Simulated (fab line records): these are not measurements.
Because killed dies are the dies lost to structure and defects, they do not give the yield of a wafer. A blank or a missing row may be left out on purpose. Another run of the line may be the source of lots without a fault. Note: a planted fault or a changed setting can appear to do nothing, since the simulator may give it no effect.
fab line records	flow n5_finfet
record: lots: 7	wafers: 18	last_day: 17
route steps=1938 shown BEOL_M1@785 BEOL_M4@1111
lots that met no fault: taken from a fault-free run of the same line
start_h: the number of hours between the record's first day and the start of the first shown wafer of the lot	wait_h: how many hours have passed since the lot's step before this one	" identical to the entry in the row above	L1.1+2: several wafers, shown together as one row	- no value present, or no start provided	* or withheld: withheld	< > ~ a bound
route shown NAME@n: a module of which the file shows steps, and the number in the route of the first	usual: the fault-free wafers' mean and standard deviation	same: alike in all rows	chamber/n: place in a boat	sites: per-site readings	_std_site: standard deviation across them	_edge_site: outer sites' mean less inner sites'	radius_mm: for every site, how far away it sits from the centre of the wafer	mask NAME#n: copy n	behind: the last tool/chamber to shape the wafer	hold: cause of the lot's hold/its duration in hours/its outcome	device: names the non-switching transistor (n, p or np)	end of line: tests run on the same wafers once the route is complete	where a step has no rows: the recipe by itself	killed: at the first sort, the dies lost to defects and structure; wafer yield is something else	map: per-die view of a wafer (x killed, . not killed, _ where there is no die)
set.NAME: setting as actually run; set.NAME@STEP: the setting as run at that earlier step	model.NAME: the simulator's own value behind a step, which no gauge read
certain route steps with their lots: each step a table, each wafer a row
services: from which hour (start_h, from the record's first day; less than 0 if before it) a tool's chamber was out of use, for how many hours, and why
== steps ==
step: N5_BEOL_M1_DEVELOP_27
recipe: develop_time_s: 30	developer: TMAH	resist: CAR-EUV	rinse_liquid: surfactant_rinse	dry: air_spin	dev_temp_c: 23
step: N5_BEOL_M1_CD_MEAS_28
recipe: landing_energy_ev: 500	detector: se_inlens	target_cd_y_nm: 23.3
usual: cd_nm: 24.03/0.25
lot.wafer	tool	chamber	start_h	wait_h	cd_nm
L583.1	cd_sem-03	0	126.54	-	23.97
L583.4	"	0	"	"	23.60
L583.5	"	0	"	"	24.48
L589.2	cd_sem-02	0	157.39	-	24.02
L589.4	"	0	"	"	23.90
L589.6	"	0	"	"	24.03
L595.2	cd_sem-03	0	203.05	-	24.38
L595.3	"	0	"	"	23.70
L596.2	cd_sem-01	0	209.33	-	24.01
L596.6	"	0	"	"	24.09
L598.1	cd_sem-01	0	220.16	-	24.34
L598.2	"	0	"	"	23.88
L602.2	cd_sem-02	0	243.72	-	24.03
L602.3	"	0	"	"	23.95
L602.6	"	0	"	"	24.09
L603.2	cd_sem-01	0	246.14	-	24.05
L603.3	"	0	"	"	23.79
L603.4	"	0	"	"	24.11
step: N5_BEOL_M1_OVL_MEAS_29
recipe: points_per_wafer: 522
usual: V0_OVL: -0.7/0.62
lot.wafer	tool	chamber	start_h	wait_h	V0_OVL[nm]
L583.1	overlay-02	0	126.57	0.0	-0.2
L583.4	"	0	"	"	0.0
L583.5	"	0	"	"	-1.2
L589.2	overlay-02	0	157.43	0.0	0.2
L589.4	"	0	"	"	-0.7
L589.6	"	0	"	"	-0.5
L595.2	overlay-02	0	203.09	0.0	-0.7
L595.3	"	0	"	"	-0.7
L596.2	overlay-02	0	209.36	0.0	-1.4
L596.6	"	0	"	"	-1.1
L598.1	overlay-01	0	220.19	0.0	-0.7
L598.2	"	0	"	"	-0.9
L602.2	overlay-02	0	243.75	0.0	-0.7
L602.3	"	0	"	"	-1.6
L602.6	"	0	"	"	-1.3
L603.2	overlay-02	0	246.18	0.0	-1.9
L603.3	"	0	"	"	-2.0
L603.4	"	0	"	"	-1.6
step: N5_BEOL_M1_INSPECT_30
recipe: mode: adi	inspect_instrument: brightfield
usual: raw_defect_count: 401/110
lot.wafer	tool	chamber	start_h	wait_h	raw_defect_count
L583.1	defect_inspect-02	-	126.63	0.1	367
L583.4	"	-	"	"	350
L583.5	"	-	"	"	390
L589.2	defect_inspect-01	-	157.48	0.0	322
L589.4	"	-	"	"	292
L589.6	"	-	"	"	398
L595.2	defect_inspect-02	-	203.15	0.1	460
L595.3	"	-	"	"	587
L596.2	defect_inspect-01	-	209.41	0.0	287
L596.6	"	-	"	"	290
L598.1	defect_inspect-01	-	220.25	0.1	187
L598.2	"	-	"	"	288
L602.2	defect_inspect-02	-	243.80	0.0	498
L602.3	"	-	"	"	533
L602.6	"	-	"	"	441
L603.2	defect_inspect-01	-	246.23	0.0	299
L603.3	"	-	"	"	301
L603.4	"	-	"	"	385
step: N5_BEOL_M1_DESCUM_33
recipe: chemistry: O2	time_s: 7	source_power_w: 50	bias_power_w: 20	pressure_mtorr: 20	rf_frequency_hz: 2.712e+07	temp_c: 40	resist: CAR-EUV	o2_flow_sccm: 225
usual: drypump_motor_current_A: 5.7/0.45	oes_product_au: 0.75/0.068	rf_vpp_V: 243.4/1.5	showerhead_plenum_p_Torr: 2.11/0.081	temp_c: 40.01/0.1	throttle_valve_pct: 20.52/0.21
lot.wafer	tool	chamber	start_h	wait_h	drypump_motor_current_A	oes_product_au	rf_hours_counter_h	rf_vpp_V	showerhead_plenum_p_Torr	temp_c	throttle_valve_pct
L583.1	rie_diel-06	2	126.66	0.0	4.8	0.68	249	241.0	1.96	40.04	20.52
L583.4	"	3	"	"	6.2	0.73	210	241.9	2.09	39.95	20.69
L583.5	"	0	"	"	5.6	0.75	-	244.7	2.17	39.98	20.61
L589.2	rie_diel-04	2	157.65	0.2	5.9	0.86	49	243.0	2.15	40.20	20.37
L589.4	"	3	"	"	6.0	0.69	219	245.2	2.14	40.00	20.41
L589.6	"	3	"	"	6.0	0.70	-	245.8	2.14	40.22	20.41
L595.2	rie_diel-06	3	203.18	0.0	6.2	0.72	238	242.2	2.08	40.13	20.73
L595.3	"	1	"	"	5.5	0.78	134	240.0	1.91	40.12	20.13
L596.2	rie_diel-06	0	209.45	0.0	5.6	0.73	201	244.7	2.16	40.01	20.64
L596.6	"	0	"	"	5.6	0.73	-	243.3	2.16	40.10	20.65
L598.1	rie_diel-01	1	220.29	0.0	6.4	0.74	172	241.5	2.10	39.93	20.69
L598.2	"	0	"	"	6.2	0.70	204	242.5	1.98	40.03	20.78
L602.2	rie_diel-06	1	243.84	0.0	5.5	0.77	146	241.9	1.91	39.97	20.15
L602.3	"	2	"	"	4.8	0.89	32	245.5	2.21	40.13	20.18
L602.6	"	0	"	"	5.6	0.72	-	243.5	2.16	40.17	20.67
L603.2	rie_diel-01	0	246.35	0.1	6.2	0.69	211	242.9	1.98	39.96	20.78
L603.3	"	1	"	"	6.4	0.74	180	243.7	2.09	39.85	20.69
L603.4	"	3	"	"	5.9	0.68	-	244.1	2.06	39.95	20.44
step: N5_BEOL_M1_ETCH_77
recipe: chemistry: N2/H2	target: underlayer	target_depth_a: 65	mask_material: CAR-EUV	time_s: 5.2	ion_energy_ev: 200	pressure_mtorr: 30	source_w: 840	bias_w: 150	n2_flow_sccm: 200	h2_flow_sccm: 200	ends: cleared
usual: drypump_motor_current_A: 5.7/0.46	etch_rf_on_time_s: 5.20/0.12	oes_product_au: 0.64/0.058	rf_vpp_V: 524.4/2.9	showerhead_plenum_p_Torr: 2.56/0.094	throttle_valve_pct: 17.93/0.23
lot.wafer	tool	chamber	start_h	wait_h	drypump_motor_current_A	etch_rf_on_time_s	oes_product_au	rf_hours_counter_h	rf_vpp_V	showerhead_plenum_p_Torr	throttle_valve_pct
L583.1	rie_diel-06	2	126.70	0.0	4.8	5.21	0.58	249	518.5	2.40	18.00
L583.4	"	3	"	"	6.2	4.98	0.63	210	523.7	2.51	17.94
L583.5	"	0	"	"	5.7	5.29	0.63	-	525.2	2.63	18.00
L589.2	rie_diel-04	2	157.68	0.0	5.9	5.32	0.73	49	524.2	2.57	17.55
L589.4	"	3	"	"	6.1	5.17	0.59	219	526.7	2.61	17.87
L589.6	"	3	"	"	6.1	5.14	0.59	-	527.7	2.61	17.86
L595.2	rie_diel-06	3	203.22	0.0	6.1	4.99	0.62	238	521.9	2.49	17.98
L595.3	"	1	"	"	5.5	5.17	0.64	134	519.7	2.37	17.88
L596.2	rie_diel-06	0	209.48	0.0	5.6	5.28	0.61	201	525.7	2.62	18.07
L596.6	"	0	"	"	5.6	5.28	0.62	-	527.2	2.62	18.07
L598.1	rie_diel-01	1	220.32	0.0	6.4	5.19	0.64	172	524.3	2.54	18.08
L598.2	"	0	"	"	6.2	5.35	0.59	204	520.0	2.40	18.12
L602.2	rie_diel-06	1	243.87	0.0	5.5	5.11	0.64	146	518.8	2.36	17.89
L602.3	"	2	"	"	4.8	5.06	0.77	32	528.9	2.70	17.68
L602.6	"	0	"	"	5.7	5.32	0.60	-	526.0	2.61	18.09
L603.2	rie_diel-01	0	246.39	0.0	6.3	5.39	0.58	211	520.7	2.40	18.15
L603.3	"	1	"	"	6.4	5.25	0.62	180	523.3	2.54	18.11
L603.4	"	3	"	"	5.9	5.28	0.58	-	523.6	2.51	17.93
step: N5_BEOL_M1_ETCH_69
recipe: chemistry: CF4	target: SiARC	target_depth_a: 156	mask_material: CAR-EUV	time_s: 26	ion_energy_ev: 80	pressure_mtorr: 40	source_w: 545	bias_w: 36	Ar_flow_sccm: 100	cf4_flow_sccm: 100	ends: cleared
usual: drypump_motor_current_A: 5.7/0.45	etch_rf_on_time_s: 26.1/0.59	oes_product_au: 0.64/0.059	rf_vpp_V: 184.2/1.3	showerhead_plenum_p_Torr: 2.16/0.077	throttle_valve_pct: 15.72/0.19
lot.wafer	tool	chamber	start_h	wait_h	drypump_motor_current_A	etch_rf_on_time_s	oes_product_au	rf_hours_counter_h	rf_vpp_V	showerhead_plenum_p_Torr	throttle_valve_pct
L583.1	rie_diel-06	2	126.71	0.0	4.8	26.1	0.59	249	182.3	2.03	15.90
L583.4	"	3	"	"	6.1	25.3	0.64	210	183.1	2.11	15.72
L583.5	"	0	"	"	5.6	26.4	0.64	-	185.2	2.21	15.77
L589.2	rie_diel-04	2	157.70	0.0	5.9	26.9	0.72	49	184.3	2.18	15.44
L589.4	"	3	"	"	6.0	26.2	0.60	219	185.7	2.21	15.74
L589.6	"	3	"	"	6.1	26.1	0.59	-	184.7	2.21	15.75
L595.2	rie_diel-06	3	203.23	0.0	6.2	25.4	0.61	238	184.5	2.10	15.77
L595.3	"	1	"	"	5.6	26.0	0.65	134	181.0	1.99	15.49
L596.2	rie_diel-06	0	209.50	0.0	5.6	26.2	0.61	201	184.7	2.20	15.82
L596.6	"	0	"	"	5.6	26.4	0.62	-	183.3	2.20	15.82
L598.1	rie_diel-01	1	220.34	0.0	6.4	25.9	0.64	172	183.9	2.13	15.82
L598.2	"	0	"	"	6.2	26.9	0.59	204	183.0	2.05	16.01
L602.2	rie_diel-06	1	243.89	0.0	5.5	26.4	0.64	146	181.9	1.98	15.50
L602.3	"	2	"	"	4.8	25.5	0.76	32	184.4	2.27	15.47
L602.6	"	0	"	"	5.6	26.8	0.60	-	185.0	2.20	15.84
L603.2	rie_diel-01	0	246.40	0.0	6.2	26.8	0.59	211	182.0	2.05	16.03
L603.3	"	1	"	"	6.4	26.1	0.63	180	182.4	2.13	15.83
L603.4	"	3	"	"	5.9	26.9	0.58	-	184.2	2.12	15.66
step: N5_BEOL_M1_ALD_98
recipe: material: SiO2	target_thk_a: 25	temp_c: 100	ald_precursor_family: BDEAS	ald_co_reactant: O2-plasma	pulse_time_s: 1	co_reactant_pulse_time_s: 1	purge_time_s: 2	co_reactant_purge_time_s: 2	ald_cycles: 17	pressure_torr: 2
step: N5_BEOL_M1_ETCHBACK_99
recipe: chemistry: CHF3	target: SiO2	target_depth_a: 50	time_s: 10.4	source_w: 215	bias_w: 47	Ar_flow_sccm: 200	CHF3_flow_sccm: 12	ion_energy_ev: 100	pressure_mtorr: 30
usual: drypump_motor_current_A: 5.7/0.43	oes_ar_750_au: 0.75/0.063	oes_product_au: 0.75/0.063	rf_vpp_V: 242/4.1	showerhead_plenum_p_Torr: 2.17/0.075	throttle_valve_pct: 17.18/0.2
lot.wafer	tool	chamber	start_h	wait_h	drypump_motor_current_A	oes_ar_750_au	oes_product_au	rf_hours_counter_h	rf_vpp_V	showerhead_plenum_p_Torr	throttle_valve_pct
L583.1	rie_diel-04	3	131.11	4.3	6.0	0.71	0.70	210	239	2.22	17.10
L583.4	"	0	"	"	5.4	0.77	0.77	152	248	2.25	17.16
L583.5	"	1	"	"	5.5	0.73	0.71	-	246	2.21	17.43
L589.2	rie_diel-06	2	164.43	6.6	4.8	0.95	0.95	8	240	2.29	16.84
L589.4	"	3	"	"	6.2	0.73	0.72	227	239	2.12	17.22
L589.6	"	0	"	"	5.6	0.73	0.73	-	239	2.22	17.26
L595.2	rie_diel-04	1	203.86	0.5	5.4	0.71	0.70	231	246	2.20	17.48
L595.3	"	0	"	"	5.3	0.75	0.76	178	247	2.24	17.20
L596.2	rie_diel-04	0	211.73	2.1	5.3	0.75	0.75	181	247	2.24	17.21
L596.6	"	0	"	"	5.3	0.75	0.75	-	248	2.24	17.22
L598.1	rie_diel-04	3	220.54	0.1	6.0	0.68	0.68	240	239	2.21	17.14
L598.2	"	1	"	"	5.4	0.71	0.69	236	245	2.20	17.47
L602.2	rie_diel-01	2	244.17	0.1	5.1	0.75	0.75	159	240	2.26	17.29
L602.3	"	0	"	"	6.2	0.70	0.69	210	241	2.04	17.42
L602.6	"	0	"	"	6.2	0.69	0.69	-	239	2.04	17.41
L603.2	rie_diel-01	0	248.18	0.5	6.2	0.69	0.69	212	239	2.04	17.42
L603.3	"	3	"	"	5.9	0.68	0.68	247	247	2.13	17.15
L603.4	"	3	"	"	5.9	0.68	0.67	-	247	2.13	17.12
step: N5_BEOL_M1_ETCH_70
recipe: chemistry: N2/H2	target: SOC	target_depth_a: 800	overetch_a: 160	mask_material: SiARC	temp_c: 40	time_s: 120	ion_energy_ev: 200	pressure_mtorr: 30	source_w: 840	bias_w: 150	n2_flow_sccm: 200	h2_flow_sccm: 200
usual: drypump_motor_current_A: 5.8/0.43	oes_product_au: 0.57/0.048	rf_vpp_V: 524.5/2.5	showerhead_plenum_p_Torr: 2.57/0.084	temp_c: 40.01/0.1	throttle_valve_pct: 17.91/0.27
lot.wafer	tool	chamber	start_h	wait_h	drypump_motor_current_A	oes_product_au	rf_hours_counter_h	rf_vpp_V	showerhead_plenum_p_Torr	temp_c	throttle_valve_pct
L583.1	rie_diel-04	3	131.14	0.0	6.0	0.54	210	526.5	2.62	40.07	17.81
L583.4	"	0	"	"	5.3	0.59	152	525.6	2.63	39.91	17.78
L583.5	"	1	"	"	5.4	0.55	-	525.7	2.63	40.06	18.41
L589.2	rie_diel-06	2	164.47	0.0	4.8	0.72	8	528.5	2.71	39.73	17.57
L589.4	"	3	"	"	6.2	0.55	227	522.4	2.50	40.06	17.92
L589.6	"	0	"	"	5.6	0.56	-	526.1	2.62	39.85	18.02
L595.2	rie_diel-04	1	203.89	0.0	5.5	0.54	231	526.7	2.62	39.93	18.45
L595.3	"	0	"	"	5.3	0.58	178	526.1	2.62	39.99	17.81
L596.2	rie_diel-04	0	211.77	0.0	5.3	0.57	181	525.8	2.62	39.88	17.80
L596.6	"	0	"	"	5.3	0.57	-	525.7	2.62	40.10	17.81
L598.1	rie_diel-04	3	220.58	0.0	6.0	0.53	240	526.1	2.60	40.09	17.87
L598.2	"	1	"	"	5.5	0.54	236	525.2	2.62	40.03	18.45
L602.2	rie_diel-01	2	244.20	0.0	5.1	0.58	159	526.9	2.63	40.01	17.82
L602.3	"	0	"	"	6.2	0.54	210	520.8	2.40	39.94	18.11
L602.6	"	0	"	"	6.3	0.53	-	519.4	2.40	39.92	18.13
L603.2	rie_diel-01	0	248.21	0.0	6.3	0.54	212	520.0	2.40	40.06	18.12
L603.3	"	3	"	"	5.9	0.53	247	521.9	2.51	40.15	17.87
L603.4	"	3	"	"	5.9	0.52	-	521.2	2.51	39.96	17.86
step: N5_BEOL_M1_STRIP_71
recipe: chemistry: N2/H2	temp_c: 40	n2_flow_sccm: 200	h2_flow_sccm: 200	rf_frequency_hz: 6e+07
step: N5_BEOL_M1_STRIP_78
recipe: chemistry: N2/H2	temp_c: 40	n2_flow_sccm: 200	h2_flow_sccm: 200	rf_frequency_hz: 6e+07
step: N5_BEOL_M1_VIA_ETCH_34
recipe: chemistry: C4F6/O2	target_depth_a: 678	mask_material: SOC	pressure_mtorr: 15	ion_energy_ev: 250	taper_deg: 4	time_s: 64.4	source_w: 350	bias_w: 170	Ar_flow_sccm: 300	C4F6_flow_sccm: 10	O2_flow_sccm: 10
usual: drypump_motor_current_A: 5.8/0.43	oes_ar_750_au: 0.75/0.062	oes_product_au: 0.75/0.062	rf_vpp_V: 668/11	showerhead_plenum_p_Torr: 2.87/0.095	throttle_valve_pct: 30.87/0.24
lot.wafer	tool	chamber	start_h	wait_h	drypump_motor_current_A	oes_ar_750_au	oes_product_au	rf_hours_counter_h	rf_vpp_V	showerhead_plenum_p_Torr	throttle_valve_pct	model.etch.depth_nm	model.SOC_of_BEOL_M1_COAT_67.thk_nm
L583.1	rie_diel-04	3	131.25	0.0	6.1	0.70	0.70	210	663	2.92	30.81	67.65	52.2
L583.4	"	0	"	"	5.3	0.78	0.77	152	683	2.97	30.95	67.67	52.2
L583.5	"	1	"	"	5.4	0.73	0.72	-	678	2.92	31.05	67.45	52.2
L589.2	rie_diel-06	2	164.57	0.0	4.8	0.95	0.94	8	667	3.01	30.52	68.47	52
L589.4	"	3	"	"	6.2	0.73	0.72	227	662	2.80	30.90	68.43	51.8
L589.6	"	0	"	"	5.6	0.72	0.73	-	662	2.93	30.80	66.7	51.8
L595.2	rie_diel-04	1	203.99	0.0	5.4	0.71	0.62	231	677	2.91	31.06	54.15	53.6
L595.3	"	0	"	"	5.3	0.75	0.65	178	683	2.95	30.93	53.81	53.8
L596.2	rie_diel-04	0	211.87	0.0	5.3	0.75	0.65	181	683	2.95	30.94	53.23	53.6
L596.6	"	0	"	"	5.3	0.75	0.75	-	683	2.95	30.96	67.89	52
L598.1	rie_diel-04	3	220.68	0.0	6.0	0.68	0.68	240	662	2.91	30.81	67.47	52.2
L598.2	"	1	"	"	5.5	0.71	0.61	236	678	2.90	31.05	53.76	53.4
L602.2	rie_diel-01	2	244.30	0.0	5.1	0.75	0.75	159	665	2.98	31.16	66.2	52.6
L602.3	"	0	"	"	6.2	0.70	0.69	210	663	2.70	31.21	66.09	52.6
L602.6	"	0	"	"	6.2	0.70	0.69	-	662	2.70	31.21	66.3	52.6
L603.2	rie_diel-01	0	248.32	0.0	6.2	0.69	0.68	212	662	2.70	31.20	66	52.4
L603.3	"	3	"	"	6.0	0.68	0.68	248	683	2.81	30.91	66.59	52.4
L603.4	"	3	"	"	5.9	0.68	0.68	-	681	2.81	30.92	66.38	52.6
step: N5_BEOL_M1_STRIP_83
recipe: chemistry: C4F6/O2	resist: SiARC	rf_frequency_hz: 6e+07
step: N5_BEOL_M4_RC_MEAS_101
usual: DIBL_N: 35.9/1.8	DIBL_P: 36.2/2	IOFF_N: 0.16/0.031	IOFF_P: 0.22/0.041	ION_N: 676/11	ION_P: 465/8.5	SS_N: 71.4/0.64	SS_P: 73.2/0.7	VT_N: 250/3.5	VT_P: -250/3.9
lot.wafer	tool	chamber	start_h	wait_h	DIBL_N[mV/V]	DIBL_P[mV/V]	IOFF_N[nA/um]	IOFF_P[nA/um]	ION_N[uA/um]	ION_P[uA/um]	SS_N[mV/dec]	SS_P[mV/dec]	VT_N[mV]	VT_P[mV]
L583.1	prober-01	0	172.22	0.0	35.4	35.9	0.14	0.25	669	477	70.5	73.0	251	-246
L583.4	"	0	"	"	36.6	36.7	0.15	0.26	669	465	71.9	73.6	253	-244
L583.5	"	0	"	"	35.0	35.0	0.14	0.22	675	472	71.6	72.5	253	-243
L589.2	prober-02	0	203.33	0.2	37.4	37.0	0.16	0.19	670	455	71.0	73.2	250	-253
L589.4	"	0	"	"	33.1	32.1	0.10	0.13	662	455	69.5	72.3	256	-258
L589.6	"	0	"	"	36.3	36.7	0.15	0.19	675	463	71.3	73.1	252	-254
L595.2	prober-02	0	243.96	0.2	36.5	37.8	0.20	0.26	692	469	71.7	73.9	247	-246
L595.3	"	0	"	"	35.1	36.4	0.16	0.23	681	473	71.8	74.0	252	-246
L596.2	prober-01	0	252.18	0.2	35.5	38.2	0.18	0.24	689	474	71.0	73.8	247	-250
L596.6	"	0	"	"	33.6	35.4	0.13	0.20	667	455	70.7	72.6	254	-254
L598.1	prober-01	0	259.86	0.0	33.9	34.3	0.12	0.15	662	447	71.9	72.3	254	-257
L598.2	"	0	"	"	33.6	34.0	0.12	0.15	664	462	70.5	72.8	255	-256
L602.2	prober-01	0	290.82	0.2	35.4	36.4	0.14	0.21	672	464	72.2	72.8	253	-250
L602.3	"	0	"	"	37.2	38.7	0.18	0.26	674	469	72.0	74.0	250	-249
L602.6	"	0	"	"	37.8	38.9	0.17	0.27	671	467	71.5	73.6	250	-249
L603.2	prober-01	0	292.66	0.2	38.8	38.5	0.21	0.29	686	469	72.1	73.8	245	-246
L603.3	"	0	"	"	38.7	39.1	0.20	0.29	689	475	71.7	73.7	247	-246
L603.4	"	0	"	"	35.1	34.3	0.13	0.20	675	471	71.2	72.9	253	-250
== services ==
tool	chamber	start_h	hours	kind
rie_diel-01	0	107.52	8.7	repair
rie_diel-06	2	130.38	-	clean
rie_diel-06	2	130.38	-	consumable_replace:focus_ring
rie_diel-06	2	130.38	-	consumable_replace:showerhead
rie_diel-06	2	130.38	17.2	scheduled_down
rie_diel-06	2	130.38	17.2	vent_cycle
rie_diel-01	-	142.97	28.1	pm
rie_diel-06	-	151.78	0.2	repair
rie_diel-06	3	242.81	-	clean
rie_diel-06	3	242.81	-	consumable_replace:focus_ring
rie_diel-06	3	242.81	17.0	scheduled_down
rie_diel-06	3	242.81	17.0	vent_cycle
rie_diel-01	2	244.51	16.5	repair
== key ==
first_sign: step: N5_BEOL_M1_VIA_ETCH_34	reading: oes_product_au	direction: down	sigmas: 1.8	usual: 0.75	struck: 0.63
effect none on later readings
model_effect: step: N5_BEOL_M1_VIA_ETCH_34	value: etch.depth_nm	without: 67.91	struck: 53.74
met_at N5_BEOL_M1_VIA_ETCH_34
struck_wafers L595.2,L595.3,L596.2,L598.2
onset_between 131.25 203.99
fault: kind: process_parameter_drift	tool: rie_diel-04	chamber: -	onset_h: 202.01	steps: N5_BEOL_M1_VIA_ETCH_34	channel: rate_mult	offset: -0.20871	shape: step	end_h: 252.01	scope: struck_wafers_only
